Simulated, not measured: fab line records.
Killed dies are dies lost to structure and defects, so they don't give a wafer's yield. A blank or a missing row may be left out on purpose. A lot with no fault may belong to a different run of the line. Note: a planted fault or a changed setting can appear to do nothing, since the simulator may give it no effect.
fab line records / flow nand-harc
[record] lots = 7 wafers = 21 last-day = 31
route steps=1302 shown A_ONON_D1@438 A_CHANNEL_HOLE_D1@450
lots that met no fault: taken from a fault-free run of the same line
start-h: the number of hours between the record's first day and the start of the first shown wafer of the lot / wait-h: hours from the lot's prior step to this one / " as in the row above / L1.1+2: a row that stands for several wafers / - no value, or no start was given / * or withheld: withheld / < > ~ a bound
route shown NAME@n: NAME is a module with steps in the file, n the number in the route of the first one / usual: mean/standard deviation of fault-free wafers / same: alike in all rows / chamber/n: place in a boat / sites: readings site by site / _std_site: their standard deviation / _edge_site: mean of outer sites minus mean of inner sites / radius-mm: for every site, how far away it sits from the centre of the wafer / mask NAME#n: copy n / behind: the tool/chamber that last shaped the wafer / hold: reason for holding the lot/hours on hold/outcome of the hold / device: which transistor (n, p or np) failed to switch / end of line: the same wafers' tests at the end of the route / for a step that has no rows: nothing shown but its recipe / killed: dies that structure and defects cost at the first sort, which is not the same as the wafer's yield / map: a wafer's dies, marking killed ones x, the rest . and places with no die _
set.NAME: the run value of the setting; set.NAME@STEP: its run value at that earlier step / model.NAME: the simulator's own value behind a step, which no gauge read
certain route steps with their lots: each step a table, each wafer a row
services: the hour from which a tool's chamber was out of use, counted from the record's first day as start-h (under 0 if before that day), plus the number of hours and why
[[steps]]
[step NHARC_A_ONON_D1_DEP_19]
[recipe] target-thk-a = 10000 n2-flow-sccm = 2750 n2o-flow-sccm = 2000 nh3-flow-sccm = 500 sih4-flow-sccm = 210 temp-c = 400
[step NHARC_A_ONON_D1_THK_MEAS_21]
[recipe] thk-meas-gauge = ellipsometry
[usual] thk-nm = 1000/9.7
lot.wafer=L399.2 tool=film-metro-01 chamber=- start-h=212.64 wait-h=- thk-nm=996
lot.wafer=L399.3 tool=film-metro-01 chamber=- start-h=212.64 wait-h=- thk-nm=993
lot.wafer=L399.6 tool=film-metro-01 chamber=- start-h=212.64 wait-h=- thk-nm=995
lot.wafer=L405.1 tool=film-metro-01 chamber=- start-h=274.93 wait-h=- thk-nm=996
lot.wafer=L405.4 tool=film-metro-01 chamber=- start-h=274.93 wait-h=- thk-nm=995
lot.wafer=L405.5 tool=film-metro-01 chamber=- start-h=274.93 wait-h=- thk-nm=996
lot.wafer=L406.1 tool=film-metro-02 chamber=- start-h=281.56 wait-h=- thk-nm=1002
lot.wafer=L406.2 tool=film-metro-02 chamber=- start-h=281.56 wait-h=- thk-nm=1001
lot.wafer=L406.3 tool=film-metro-02 chamber=- start-h=281.56 wait-h=- thk-nm=1001
lot.wafer=L409.1 tool=film-metro-01 chamber=- start-h=317.26 wait-h=- thk-nm=1007
lot.wafer=L409.3 tool=film-metro-01 chamber=- start-h=317.26 wait-h=- thk-nm=1005
lot.wafer=L409.6 tool=film-metro-01 chamber=- start-h=317.26 wait-h=- thk-nm=1005
lot.wafer=L411.1 tool=film-metro-01 chamber=- start-h=339.94 wait-h=- thk-nm=1018
lot.wafer=L411.2 tool=film-metro-01 chamber=- start-h=339.94 wait-h=- thk-nm=1025
lot.wafer=L411.4 tool=film-metro-01 chamber=- start-h=339.94 wait-h=- thk-nm=1021
lot.wafer=L413.1 tool=film-metro-01 chamber=- start-h=354.52 wait-h=- thk-nm=986
lot.wafer=L413.2 tool=film-metro-01 chamber=- start-h=354.52 wait-h=- thk-nm=986
lot.wafer=L413.5 tool=film-metro-01 chamber=- start-h=354.52 wait-h=- thk-nm=984
lot.wafer=L414.4 tool=film-metro-02 chamber=- start-h=360.80 wait-h=- thk-nm=996
lot.wafer=L414.5 tool=film-metro-02 chamber=- start-h=360.80 wait-h=- thk-nm=996
lot.wafer=L414.6 tool=film-metro-02 chamber=- start-h=360.80 wait-h=- thk-nm=997
[step NHARC_A_ONON_D1_DEP_22]
[recipe] target-thk-a = 10000 n2-flow-sccm = 2750 n2o-flow-sccm = 2000 nh3-flow-sccm = 500 sih4-flow-sccm = 210 temp-c = 400
[step NHARC_A_ONON_D1_THK_MEAS_24]
[recipe] thk-meas-gauge = ellipsometry
[usual] thk-nm = 998/10
lot.wafer=L399.2 tool=film-metro-01 chamber=- start-h=213.21 wait-h=- thk-nm=995
lot.wafer=L399.3 tool=film-metro-01 chamber=- start-h=213.21 wait-h=- thk-nm=994
lot.wafer=L399.6 tool=film-metro-01 chamber=- start-h=213.21 wait-h=- thk-nm=995
lot.wafer=L405.1 tool=film-metro-02 chamber=- start-h=275.49 wait-h=- thk-nm=997
lot.wafer=L405.4 tool=film-metro-02 chamber=- start-h=275.49 wait-h=- thk-nm=995
lot.wafer=L405.5 tool=film-metro-02 chamber=- start-h=275.49 wait-h=- thk-nm=994
lot.wafer=L406.1 tool=film-metro-01 chamber=- start-h=282.12 wait-h=- thk-nm=1002
lot.wafer=L406.2 tool=film-metro-01 chamber=- start-h=282.12 wait-h=- thk-nm=1004
lot.wafer=L406.3 tool=film-metro-01 chamber=- start-h=282.12 wait-h=- thk-nm=1004
lot.wafer=L409.1 tool=film-metro-01 chamber=- start-h=317.83 wait-h=- thk-nm=1009
lot.wafer=L409.3 tool=film-metro-01 chamber=- start-h=317.83 wait-h=- thk-nm=1008
lot.wafer=L409.6 tool=film-metro-01 chamber=- start-h=317.83 wait-h=- thk-nm=1008
lot.wafer=L411.1 tool=film-metro-02 chamber=- start-h=340.51 wait-h=- thk-nm=995
lot.wafer=L411.2 tool=film-metro-02 chamber=- start-h=340.51 wait-h=- thk-nm=995
lot.wafer=L411.4 tool=film-metro-02 chamber=- start-h=340.51 wait-h=- thk-nm=994
lot.wafer=L413.1 tool=film-metro-02 chamber=- start-h=355.09 wait-h=- thk-nm=1001
lot.wafer=L413.2 tool=film-metro-02 chamber=- start-h=355.09 wait-h=- thk-nm=1002
lot.wafer=L413.5 tool=film-metro-02 chamber=- start-h=355.09 wait-h=- thk-nm=1001
lot.wafer=L414.4 tool=film-metro-02 chamber=- start-h=361.37 wait-h=- thk-nm=1008
lot.wafer=L414.5 tool=film-metro-02 chamber=- start-h=361.37 wait-h=- thk-nm=1009
lot.wafer=L414.6 tool=film-metro-02 chamber=- start-h=361.37 wait-h=- thk-nm=1008
[step NHARC_A_ONON_D1_DEP_25]
[recipe] target-thk-a = 10000 n2-flow-sccm = 2750 n2o-flow-sccm = 2000 nh3-flow-sccm = 500 sih4-flow-sccm = 210 temp-c = 400
[step NHARC_A_ONON_D1_THK_MEAS_27]
[recipe] thk-meas-gauge = ellipsometry
[usual] thk-nm = 1000/9.1
lot.wafer=L399.2 tool=film-metro-01 chamber=- start-h=213.77 wait-h=- thk-nm=975
lot.wafer=L399.3 tool=film-metro-01 chamber=- start-h=213.77 wait-h=- thk-nm=977
lot.wafer=L399.6 tool=film-metro-01 chamber=- start-h=213.77 wait-h=- thk-nm=977
lot.wafer=L405.1 tool=film-metro-02 chamber=- start-h=276.06 wait-h=- thk-nm=1006
lot.wafer=L405.4 tool=film-metro-02 chamber=- start-h=276.06 wait-h=- thk-nm=1008
lot.wafer=L405.5 tool=film-metro-02 chamber=- start-h=276.06 wait-h=- thk-nm=1008
lot.wafer=L406.1 tool=film-metro-02 chamber=- start-h=282.68 wait-h=- thk-nm=1008
lot.wafer=L406.2 tool=film-metro-02 chamber=- start-h=282.68 wait-h=- thk-nm=1009
lot.wafer=L406.3 tool=film-metro-02 chamber=- start-h=282.68 wait-h=- thk-nm=1007
lot.wafer=L409.1 tool=film-metro-01 chamber=- start-h=318.40 wait-h=- thk-nm=1004
lot.wafer=L409.3 tool=film-metro-01 chamber=- start-h=318.40 wait-h=- thk-nm=1004
lot.wafer=L409.6 tool=film-metro-01 chamber=- start-h=318.40 wait-h=- thk-nm=1004
lot.wafer=L411.1 tool=film-metro-01 chamber=- start-h=341.07 wait-h=- thk-nm=1000
lot.wafer=L411.2 tool=film-metro-01 chamber=- start-h=341.07 wait-h=- thk-nm=1000
lot.wafer=L411.4 tool=film-metro-01 chamber=- start-h=341.07 wait-h=- thk-nm=1000
lot.wafer=L413.1 tool=film-metro-02 chamber=- start-h=355.66 wait-h=- thk-nm=1002
lot.wafer=L413.2 tool=film-metro-02 chamber=- start-h=355.66 wait-h=- thk-nm=1001
lot.wafer=L413.5 tool=film-metro-02 chamber=- start-h=355.66 wait-h=- thk-nm=1002
lot.wafer=L414.4 tool=film-metro-02 chamber=- start-h=361.93 wait-h=- thk-nm=1011
lot.wafer=L414.5 tool=film-metro-02 chamber=- start-h=361.93 wait-h=- thk-nm=1012
lot.wafer=L414.6 tool=film-metro-02 chamber=- start-h=361.93 wait-h=- thk-nm=1011
[step NHARC_A_ONON_D1_DEP_28]
[recipe] target-thk-a = 10000 n2-flow-sccm = 2750 n2o-flow-sccm = 2000 nh3-flow-sccm = 500 sih4-flow-sccm = 210 temp-c = 400
[step NHARC_A_ONON_D1_THK_MEAS_30]
[recipe] thk-meas-gauge = ellipsometry
[usual] thk-nm = 1002/11
lot.wafer=L399.2 tool=film-metro-01 chamber=- start-h=214.33 wait-h=- thk-nm=1006
lot.wafer=L399.3 tool=film-metro-01 chamber=- start-h=214.33 wait-h=- thk-nm=1005
lot.wafer=L399.6 tool=film-metro-01 chamber=- start-h=214.33 wait-h=- thk-nm=1004
lot.wafer=L405.1 tool=film-metro-01 chamber=- start-h=276.63 wait-h=- thk-nm=1004
lot.wafer=L405.4 tool=film-metro-01 chamber=- start-h=276.63 wait-h=- thk-nm=1007
lot.wafer=L405.5 tool=film-metro-01 chamber=- start-h=276.63 wait-h=- thk-nm=1005
lot.wafer=L406.1 tool=film-metro-02 chamber=- start-h=283.25 wait-h=- thk-nm=1006
lot.wafer=L406.2 tool=film-metro-02 chamber=- start-h=283.25 wait-h=- thk-nm=1004
lot.wafer=L406.3 tool=film-metro-02 chamber=- start-h=283.25 wait-h=- thk-nm=1004
lot.wafer=L409.1 tool=film-metro-02 chamber=- start-h=318.97 wait-h=- thk-nm=993
lot.wafer=L409.3 tool=film-metro-02 chamber=- start-h=318.97 wait-h=- thk-nm=992
lot.wafer=L409.6 tool=film-metro-02 chamber=- start-h=318.97 wait-h=- thk-nm=992
lot.wafer=L411.1 tool=film-metro-01 chamber=- start-h=341.65 wait-h=- thk-nm=989
lot.wafer=L411.2 tool=film-metro-01 chamber=- start-h=341.65 wait-h=- thk-nm=989
lot.wafer=L411.4 tool=film-metro-01 chamber=- start-h=341.65 wait-h=- thk-nm=988
lot.wafer=L413.1 tool=film-metro-01 chamber=- start-h=356.22 wait-h=- thk-nm=995
lot.wafer=L413.2 tool=film-metro-01 chamber=- start-h=356.22 wait-h=- thk-nm=992
lot.wafer=L413.5 tool=film-metro-01 chamber=- start-h=356.22 wait-h=- thk-nm=995
lot.wafer=L414.4 tool=film-metro-01 chamber=- start-h=362.50 wait-h=- thk-nm=993
lot.wafer=L414.5 tool=film-metro-01 chamber=- start-h=362.50 wait-h=- thk-nm=993
lot.wafer=L414.6 tool=film-metro-01 chamber=- start-h=362.50 wait-h=- thk-nm=993
[step NHARC_A_ONON_D1_DEP_33]
[recipe] target-thk-a = 2000 temp-c = 400 pressure-torr = 6.5 rf-w = 900 teos-flow-sccm = 161.4 flow-sccm = 2650 target-thk-nm = 200 gas = O2 material = SiO2
[usual] chamber-pressure-Torr = 6.498/0.015 heater-power-w = 523/120 throttle-valve-pct = 15.9/0.62
lot.wafer=L399.3 tool=pecvd-02 chamber=0 start-h=214.43 wait-h=0.1 chamber-pressure-Torr=6.481 heater-power-w=449 throttle-valve-pct=16.2
lot.wafer=L399.2 tool=pecvd-02 chamber=1 start-h=214.43 wait-h=0.1 chamber-pressure-Torr=6.502 heater-power-w=707 throttle-valve-pct=15.3
lot.wafer=L399.6 tool=pecvd-02 chamber=1 start-h=214.43 wait-h=0.1 chamber-pressure-Torr=6.504 heater-power-w=702 throttle-valve-pct=15.1
lot.wafer=L405.1 tool=pecvd-03 chamber=1 start-h=276.69 wait-h=0.1 chamber-pressure-Torr=6.503 heater-power-w=549 throttle-valve-pct=15.9
lot.wafer=L405.4 tool=pecvd-03 chamber=2 start-h=276.69 wait-h=0.1 chamber-pressure-Torr=6.486 heater-power-w=404 throttle-valve-pct=17.6
lot.wafer=L405.5 tool=pecvd-03 chamber=0 start-h=276.69 wait-h=0.1 chamber-pressure-Torr=6.548 heater-power-w=667 throttle-valve-pct=16.2
lot.wafer=L406.3 tool=pecvd-02 chamber=0 start-h=283.31 wait-h=0.1 chamber-pressure-Torr=6.507 heater-power-w=414 throttle-valve-pct=16.1
lot.wafer=L406.1 tool=pecvd-02 chamber=1 start-h=283.31 wait-h=0.1 chamber-pressure-Torr=6.510 heater-power-w=656 throttle-valve-pct=15.2
lot.wafer=L406.2 tool=pecvd-02 chamber=2 start-h=283.31 wait-h=0.1 chamber-pressure-Torr=6.486 heater-power-w=501 throttle-valve-pct=15.3
lot.wafer=L409.1 tool=pecvd-04 chamber=2 start-h=319.02 wait-h=0.1 chamber-pressure-Torr=6.522 heater-power-w=409 throttle-valve-pct=15.2
lot.wafer=L409.3 tool=pecvd-04 chamber=1 start-h=319.02 wait-h=0.1 chamber-pressure-Torr=6.521 heater-power-w=454 throttle-valve-pct=15.8
lot.wafer=L409.6 tool=pecvd-04 chamber=0 start-h=319.02 wait-h=0.1 chamber-pressure-Torr=6.496 heater-power-w=744 throttle-valve-pct=16.0
lot.wafer=L411.2 tool=pecvd-04 chamber=0 start-h=341.75 wait-h=0.1 chamber-pressure-Torr=6.486 heater-power-w=730 throttle-valve-pct=16.3
lot.wafer=L411.1 tool=pecvd-04 chamber=1 start-h=341.75 wait-h=0.1 chamber-pressure-Torr=6.495 heater-power-w=490 throttle-valve-pct=15.9
lot.wafer=L411.4 tool=pecvd-04 chamber=0 start-h=341.75 wait-h=0.1 chamber-pressure-Torr=6.481 heater-power-w=698 throttle-valve-pct=16.3
lot.wafer=L413.1 tool=pecvd-03 chamber=1 start-h=356.32 wait-h=0.1 chamber-pressure-Torr=6.479 heater-power-w=537 throttle-valve-pct=15.9
lot.wafer=L413.2 tool=pecvd-03 chamber=2 start-h=356.32 wait-h=0.1 chamber-pressure-Torr=6.471 heater-power-w=305 throttle-valve-pct=17.7
lot.wafer=L413.5 tool=pecvd-03 chamber=1 start-h=356.32 wait-h=0.1 chamber-pressure-Torr=6.490 heater-power-w=559 throttle-valve-pct=15.6
lot.wafer=L414.6 tool=pecvd-04 chamber=2 start-h=362.69 wait-h=0.2 chamber-pressure-Torr=6.503 heater-power-w=471 throttle-valve-pct=15.3
lot.wafer=L414.5 tool=pecvd-04 chamber=0 start-h=362.69 wait-h=0.2 chamber-pressure-Torr=6.488 heater-power-w=672 throttle-valve-pct=16.2
lot.wafer=L414.4 tool=pecvd-04 chamber=1 start-h=362.69 wait-h=0.2 chamber-pressure-Torr=6.522 heater-power-w=501 throttle-valve-pct=15.8
[step NHARC_A_ONON_D1_THK_MEAS_34]
[recipe] thk-meas-gauge = ellipsometry
[usual] thk-nm = 198/3.1
lot.wafer=L399.2 tool=film-metro-01 chamber=- start-h=214.80 wait-h=- thk-nm=194
lot.wafer=L399.3 tool=film-metro-01 chamber=- start-h=214.80 wait-h=- thk-nm=195
lot.wafer=L399.6 tool=film-metro-01 chamber=- start-h=214.80 wait-h=- thk-nm=197
lot.wafer=L405.1 tool=film-metro-01 chamber=- start-h=277.10 wait-h=- thk-nm=196
lot.wafer=L405.4 tool=film-metro-01 chamber=- start-h=277.10 wait-h=- thk-nm=200
lot.wafer=L405.5 tool=film-metro-01 chamber=- start-h=277.10 wait-h=- thk-nm=200
lot.wafer=L406.1 tool=film-metro-02 chamber=- start-h=283.72 wait-h=- thk-nm=199
lot.wafer=L406.2 tool=film-metro-02 chamber=- start-h=283.72 wait-h=- thk-nm=198
lot.wafer=L406.3 tool=film-metro-02 chamber=- start-h=283.72 wait-h=- thk-nm=193
lot.wafer=L409.1 tool=film-metro-01 chamber=- start-h=319.43 wait-h=- thk-nm=196
lot.wafer=L409.3 tool=film-metro-01 chamber=- start-h=319.43 wait-h=- thk-nm=200
lot.wafer=L409.6 tool=film-metro-01 chamber=- start-h=319.43 wait-h=- thk-nm=203
lot.wafer=L411.1 tool=film-metro-02 chamber=- start-h=342.11 wait-h=- thk-nm=195
lot.wafer=L411.2 tool=film-metro-02 chamber=- start-h=342.11 wait-h=- thk-nm=194
lot.wafer=L411.4 tool=film-metro-02 chamber=- start-h=342.11 wait-h=- thk-nm=199
lot.wafer=L413.1 tool=film-metro-02 chamber=- start-h=356.69 wait-h=- thk-nm=202
lot.wafer=L413.2 tool=film-metro-02 chamber=- start-h=356.69 wait-h=- thk-nm=199
lot.wafer=L413.5 tool=film-metro-02 chamber=- start-h=356.69 wait-h=- thk-nm=206
lot.wafer=L414.4 tool=film-metro-01 chamber=- start-h=362.97 wait-h=- thk-nm=202
lot.wafer=L414.5 tool=film-metro-01 chamber=- start-h=362.97 wait-h=- thk-nm=201
lot.wafer=L414.6 tool=film-metro-01 chamber=- start-h=362.97 wait-h=- thk-nm=197
[step NHARC_A_ONON_D1_INSPECT_32]
[usual] raw-defect-count = 76/28
lot.wafer=L399.2 tool=defect-inspect-01 chamber=- start-h=214.87 wait-h=0.0 raw-defect-count=63
lot.wafer=L399.3 tool=defect-inspect-01 chamber=- start-h=214.87 wait-h=0.0 raw-defect-count=65
lot.wafer=L399.6 tool=defect-inspect-01 chamber=- start-h=214.87 wait-h=0.0 raw-defect-count=53
lot.wafer=L405.1 tool=defect-inspect-01 chamber=- start-h=277.16 wait-h=0.0 raw-defect-count=54
lot.wafer=L405.4 tool=defect-inspect-01 chamber=- start-h=277.16 wait-h=0.0 raw-defect-count=70
lot.wafer=L405.5 tool=defect-inspect-01 chamber=- start-h=277.16 wait-h=0.0 raw-defect-count=131
lot.wafer=L406.1 tool=defect-inspect-02 chamber=- start-h=283.79 wait-h=0.0 raw-defect-count=68
lot.wafer=L406.2 tool=defect-inspect-02 chamber=- start-h=283.79 wait-h=0.0 raw-defect-count=125
lot.wafer=L406.3 tool=defect-inspect-02 chamber=- start-h=283.79 wait-h=0.0 raw-defect-count=58
lot.wafer=L409.1 tool=defect-inspect-02 chamber=- start-h=319.50 wait-h=0.0 raw-defect-count=60
lot.wafer=L409.3 tool=defect-inspect-02 chamber=- start-h=319.50 wait-h=0.0 raw-defect-count=54
lot.wafer=L409.6 tool=defect-inspect-02 chamber=- start-h=319.50 wait-h=0.0 raw-defect-count=37
lot.wafer=L411.1 tool=defect-inspect-01 chamber=- start-h=342.17 wait-h=0.0 raw-defect-count=75
lot.wafer=L411.2 tool=defect-inspect-01 chamber=- start-h=342.17 wait-h=0.0 raw-defect-count=87
lot.wafer=L411.4 tool=defect-inspect-01 chamber=- start-h=342.17 wait-h=0.0 raw-defect-count=99
lot.wafer=L413.1 tool=defect-inspect-01 chamber=- start-h=356.75 wait-h=0.0 raw-defect-count=83
lot.wafer=L413.2 tool=defect-inspect-01 chamber=- start-h=356.75 wait-h=0.0 raw-defect-count=111
lot.wafer=L413.5 tool=defect-inspect-01 chamber=- start-h=356.75 wait-h=0.0 raw-defect-count=102
lot.wafer=L414.4 tool=defect-inspect-01 chamber=- start-h=363.03 wait-h=0.0 raw-defect-count=84
lot.wafer=L414.5 tool=defect-inspect-01 chamber=- start-h=363.03 wait-h=0.0 raw-defect-count=51
lot.wafer=L414.6 tool=defect-inspect-01 chamber=- start-h=363.03 wait-h=0.0 raw-defect-count=50
[step NHARC_A_CHANNEL_HOLE_D1_DEP_00]
[recipe] target-thk-a = 31000 temp-c = 400 material = aC
[usual] throttle-valve-pct = 34.998/0.01
lot.wafer=L399.2 tool=acl-dep-02 chamber=0 start-h=218.70 wait-h=3.8 throttle-valve-pct=34.999
lot.wafer=L399.3 tool=acl-dep-02 chamber=0 start-h=218.70 wait-h=3.8 throttle-valve-pct=34.996
lot.wafer=L399.6 tool=acl-dep-02 chamber=0 start-h=218.70 wait-h=3.8 throttle-valve-pct=35.010
lot.wafer=L405.1 tool=acl-dep-03 chamber=0 start-h=279.13 wait-h=2.0 throttle-valve-pct=34.998
lot.wafer=L405.4 tool=acl-dep-03 chamber=0 start-h=279.13 wait-h=2.0 throttle-valve-pct=34.981
lot.wafer=L405.5 tool=acl-dep-03 chamber=0 start-h=279.13 wait-h=2.0 throttle-valve-pct=35.006
lot.wafer=L405.1 tool=acl-dep-03 chamber=0 start-h=281.25 wait-h=1.8 throttle-valve-pct=34.991
lot.wafer=L405.4 tool=acl-dep-03 chamber=0 start-h=281.25 wait-h=1.8 throttle-valve-pct=35.006
lot.wafer=L405.5 tool=acl-dep-03 chamber=0 start-h=281.25 wait-h=1.8 throttle-valve-pct=35.002
lot.wafer=L406.1 tool=acl-dep-02 chamber=0 start-h=286.79 wait-h=3.0 throttle-valve-pct=35.022
lot.wafer=L406.2 tool=acl-dep-02 chamber=0 start-h=286.79 wait-h=3.0 throttle-valve-pct=34.980
lot.wafer=L406.3 tool=acl-dep-02 chamber=0 start-h=286.79 wait-h=3.0 throttle-valve-pct=35.007
lot.wafer=L406.1 tool=acl-dep-02 chamber=0 start-h=290.52 wait-h=3.4 throttle-valve-pct=34.984
lot.wafer=L406.2 tool=acl-dep-02 chamber=0 start-h=290.52 wait-h=3.4 throttle-valve-pct=35.008
lot.wafer=L406.3 tool=acl-dep-02 chamber=0 start-h=290.52 wait-h=3.4 throttle-valve-pct=35.011
lot.wafer=L409.1 tool=acl-dep-03 chamber=0 start-h=325.79 wait-h=6.3 throttle-valve-pct=35.002
lot.wafer=L409.3 tool=acl-dep-03 chamber=0 start-h=325.79 wait-h=6.3 throttle-valve-pct=34.979
lot.wafer=L409.6 tool=acl-dep-03 chamber=0 start-h=325.79 wait-h=6.3 throttle-valve-pct=35.006
lot.wafer=L409.1 tool=acl-dep-03 chamber=0 start-h=331.87 wait-h=5.8 throttle-valve-pct=35.002
lot.wafer=L409.3 tool=acl-dep-03 chamber=0 start-h=331.87 wait-h=5.8 throttle-valve-pct=35.012
lot.wafer=L409.6 tool=acl-dep-03 chamber=0 start-h=331.87 wait-h=5.8 throttle-valve-pct=34.999
lot.wafer=L411.1 tool=acl-dep-03 chamber=0 start-h=343.03 wait-h=0.9 throttle-valve-pct=35.005
lot.wafer=L411.2 tool=acl-dep-03 chamber=0 start-h=343.03 wait-h=0.9 throttle-valve-pct=34.993
lot.wafer=L411.4 tool=acl-dep-03 chamber=0 start-h=343.03 wait-h=0.9 throttle-valve-pct=34.992
lot.wafer=L413.1 tool=acl-dep-02 chamber=0 start-h=356.82 wait-h=0.1 throttle-valve-pct=34.994
lot.wafer=L413.2 tool=acl-dep-02 chamber=0 start-h=356.82 wait-h=0.1 throttle-valve-pct=34.996
lot.wafer=L413.5 tool=acl-dep-02 chamber=0 start-h=356.82 wait-h=0.1 throttle-valve-pct=35.015
lot.wafer=L414.4 tool=acl-dep-01 chamber=0 start-h=364.05 wait-h=1.0 throttle-valve-pct=34.982
lot.wafer=L414.5 tool=acl-dep-01 chamber=0 start-h=364.05 wait-h=1.0 throttle-valve-pct=34.997
lot.wafer=L414.6 tool=acl-dep-01 chamber=0 start-h=364.05 wait-h=1.0 throttle-valve-pct=34.995
[step NHARC_A_CHANNEL_HOLE_D1_DEP_01]
[recipe] target-thk-a = 1400 target-thk-nm = 140 temp-c = 400 pressure-torr = 3.5 flow-sccm = 200 rf-w = 350 material = SiON
[usual] chamber-pressure-Torr = 3.500/0.0074 heater-power-w = 724/120
lot.wafer=L399.2 tool=pecvd-04 chamber=0 start-h=220.34 wait-h=1.3 chamber-pressure-Torr=3.499 heater-power-w=892
lot.wafer=L399.3 tool=pecvd-04 chamber=2 start-h=220.34 wait-h=1.3 chamber-pressure-Torr=3.494 heater-power-w=654
lot.wafer=L399.6 tool=pecvd-04 chamber=1 start-h=220.34 wait-h=1.3 chamber-pressure-Torr=3.498 heater-power-w=624
lot.wafer=L405.1 tool=pecvd-03 chamber=0 start-h=283.36 wait-h=1.8 chamber-pressure-Torr=3.498 heater-power-w=905
lot.wafer=L405.5 tool=pecvd-03 chamber=1 start-h=283.36 wait-h=1.8 chamber-pressure-Torr=3.493 heater-power-w=743
lot.wafer=L405.4 tool=pecvd-03 chamber=2 start-h=283.36 wait-h=1.8 chamber-pressure-Torr=3.475 heater-power-w=499
lot.wafer=L406.2 tool=pecvd-01 chamber=1 start-h=292.44 wait-h=1.3 chamber-pressure-Torr=3.497 heater-power-w=734
lot.wafer=L406.3 tool=pecvd-01 chamber=2 start-h=292.44 wait-h=1.3 chamber-pressure-Torr=3.492 heater-power-w=649
lot.wafer=L406.1 tool=pecvd-01 chamber=0 start-h=292.44 wait-h=1.3 chamber-pressure-Torr=3.505 heater-power-w=747
lot.wafer=L409.1 tool=pecvd-01 chamber=2 start-h=334.13 wait-h=1.9 chamber-pressure-Torr=3.503 heater-power-w=656
lot.wafer=L409.3 tool=pecvd-01 chamber=1 start-h=334.13 wait-h=1.9 chamber-pressure-Torr=3.515 heater-power-w=596
lot.wafer=L409.6 tool=pecvd-01 chamber=1 start-h=334.13 wait-h=1.9 chamber-pressure-Torr=3.506 heater-power-w=603
lot.wafer=L411.2 tool=pecvd-03 chamber=1 start-h=344.94 wait-h=1.3 chamber-pressure-Torr=3.505 heater-power-w=811
lot.wafer=L411.1 tool=pecvd-03 chamber=0 start-h=344.94 wait-h=1.3 chamber-pressure-Torr=3.507 heater-power-w=970
lot.wafer=L411.4 tool=pecvd-03 chamber=1 start-h=344.94 wait-h=1.3 chamber-pressure-Torr=3.507 heater-power-w=783
lot.wafer=L413.1 tool=pecvd-03 chamber=2 start-h=358.78 wait-h=1.6 chamber-pressure-Torr=3.503 heater-power-w=579
lot.wafer=L413.2 tool=pecvd-03 chamber=1 start-h=358.78 wait-h=1.6 chamber-pressure-Torr=3.506 heater-power-w=741
lot.wafer=L413.5 tool=pecvd-03 chamber=0 start-h=358.78 wait-h=1.6 chamber-pressure-Torr=3.512 heater-power-w=976
lot.wafer=L414.6 tool=pecvd-04 chamber=2 start-h=365.11 wait-h=0.1 chamber-pressure-Torr=3.507 heater-power-w=603
lot.wafer=L414.4 tool=pecvd-04 chamber=0 start-h=365.11 wait-h=0.1 chamber-pressure-Torr=3.499 heater-power-w=937
lot.wafer=L414.5 tool=pecvd-04 chamber=1 start-h=365.11 wait-h=0.1 chamber-pressure-Torr=3.500 heater-power-w=652
[[services]]
tool=pecvd-01 chamber=2 start-h=191.76 hours=5.7 kind=repair
tool=pecvd-03 chamber=0 start-h=198.01 hours=- kind=clean
tool=pecvd-03 chamber=1 start-h=198.01 hours=- kind=clean
tool=pecvd-03 chamber=2 start-h=198.01 hours=- kind=clean
tool=pecvd-02 chamber=- start-h=227.47 hours=13.0 kind=pm
tool=pecvd-02 chamber=0 start-h=227.47 hours=16.0 kind=vent-cycle
tool=pecvd-02 chamber=1 start-h=227.47 hours=13.0 kind=vent-cycle
tool=acl-dep-02 chamber=- start-h=245.70 hours=13.0 kind=pm
tool=pecvd-02 chamber=- start-h=261.23 hours=1.9 kind=repair
tool=pecvd-01 chamber=2 start-h=265.00 hours=2.1 kind=repair
tool=pecvd-03 chamber=- start-h=265.50 hours=1.8 kind=repair
tool=pecvd-04 chamber=- start-h=269.00 hours=13.0 kind=pm
tool=pecvd-04 chamber=0 start-h=269.00 hours=13.0 kind=vent-cycle
tool=pecvd-04 chamber=1 start-h=269.00 hours=13.0 kind=vent-cycle
tool=pecvd-04 chamber=2 start-h=269.00 hours=13.0 kind=vent-cycle
tool=pecvd-04 chamber=0 start-h=282.00 hours=- kind=clean
tool=pecvd-04 chamber=1 start-h=282.00 hours=- kind=clean
tool=pecvd-04 chamber=2 start-h=282.00 hours=- kind=clean
tool=acl-dep-03 chamber=- start-h=307.16 hours=13.0 kind=pm
tool=pecvd-04 chamber=- start-h=308.10 hours=0.3 kind=repair
tool=pecvd-01 chamber=- start-h=311.27 hours=13.0 kind=pm
tool=acl-dep-02 chamber=- start-h=318.41 hours=6.8 kind=repair
tool=pecvd-03 chamber=- start-h=339.29 hours=1.7 kind=repair
tool=pecvd-02 chamber=1 start-h=349.80 hours=28.0 kind=repair
[[key]]
[first-sign] step = NHARC_A_CHANNEL_HOLE_D1_DEP_00 reading = visit direction = added
effect none on later readings
met-at NHARC_A_CHANNEL_HOLE_D1_DEP_00
struck-wafers L405.1,L405.4,L405.5,L406.1,L406.2,L406.3,L409.1,L409.3,L409.6
later-rows-left-out L405.1,L405.4,L405.5,L406.1,L406.2,L406.3,L409.1,L409.3,L409.6
sort-left-out L405.1,L405.4,L405.5,L406.1,L406.2,L406.3,L409.1,L409.3,L409.6
tester-left-out L405,L406,L409
[fault] kind = repeated-step-whole tool = acl-dep-01,acl-dep-02,acl-dep-03 chamber = - onset-h = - steps = NHARC_A_CHANNEL_HOLE_D1_DEP_00 times = 1 scope = struck-lots-only
// tester-left-out: of these lots the tester's yield and bins aren't shown, on N5 and GAA mostly nor the transistor test; their killed dies are dies lost to structure and defects alone, not to doping, threshold or leakage, so they don't give the yield
// sort-left-out: the simulated sort isn't trusted on such a fault, so these wafers' sort isn't shown, and their yield isn't known
// later-rows-left-out: the simulator's readings of these wafers behind a module that went badly wrong aren't trusted and aren't shown, but for the sort
